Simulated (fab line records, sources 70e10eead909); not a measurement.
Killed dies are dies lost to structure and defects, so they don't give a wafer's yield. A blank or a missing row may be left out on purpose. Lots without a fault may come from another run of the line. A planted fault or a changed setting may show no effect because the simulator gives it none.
Chamber matching | flow nand_harc | NHARC_P_GATE_DEP_103 on pecvd-04: 3 sister chambers
The step deposits SiON, target thk 30 nm. 6 wafers are shown with their chamber, then 10 later ones without.

WAFERS WITH THEIR CHAMBER
wafer  | chamber | heater_power_w (W) | rf_fwd_power_W (W)
L082.6 | 1       | 675                | 347.2
L086.1 | 2       | 686                | 349.0
L086.5 | 2       | 680                | 349.1
L086.6 | 0       | 537                | 345.5
L087.1 | 0       | 629                | 348.2
L087.3 | 1       | 659                | 347.1

WAFERS WITHOUT THEIR CHAMBER
wafer  | heater_power_w (W) | rf_fwd_power_W (W)
L087.5 | 719                | 349.5
L088.2 | 614                | 351.3
L088.4 | 620                | 350.7
L088.6 | 753                | 348.0
L092.4 | 628                | 349.6
L092.5 | 605                | 349.1
L092.6 | 653                | 348.8
L096.1 | 564                | 347.9
L096.3 | 567                | 348.5
L096.6 | 673                | 348.6

WHICH CHAMBER EACH WENT THROUGH
wafer  | from the rows above          | in truth
L087.5 | can't be placed: 2 or 1      | 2
L088.2 | can't be placed: 2 or 1 or 0 | 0
L088.4 | can't be placed: 2 or 1 or 0 | 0
L088.6 | can't be placed: 2 or 1      | 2
L092.4 | can't be placed: 2 or 1 or 0 | 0
L092.5 | can't be placed: 2 or 0 or 1 | 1
L092.6 | can't be placed: 2 or 1 or 0 | 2
L096.1 | can't be placed: 0 or 1      | 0
L096.3 | can't be placed: 0 or 1 or 2 | 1
L096.6 | can't be placed: 2 or 1      | 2
Placed correctly: 0 of 10. Can't be placed from these rows: 10 (the true chamber is among the candidates in 10). Placed wrongly: 0.
How it was worked out, from the rows above alone: a wafer's distance from a chamber is the root of the sum, over the readings, of the square of ((its reading less the chamber's mean) divided by the reading's scatter). The wafer belongs to the nearest chamber; if the next one is less than 2 further off, it can't be placed. A chamber's mean is the mean of its shown wafers. The scatter: the root of (the sum of the squares of (reading less its chamber's mean) over the shown wafers, divided by (wafers less chambers)).
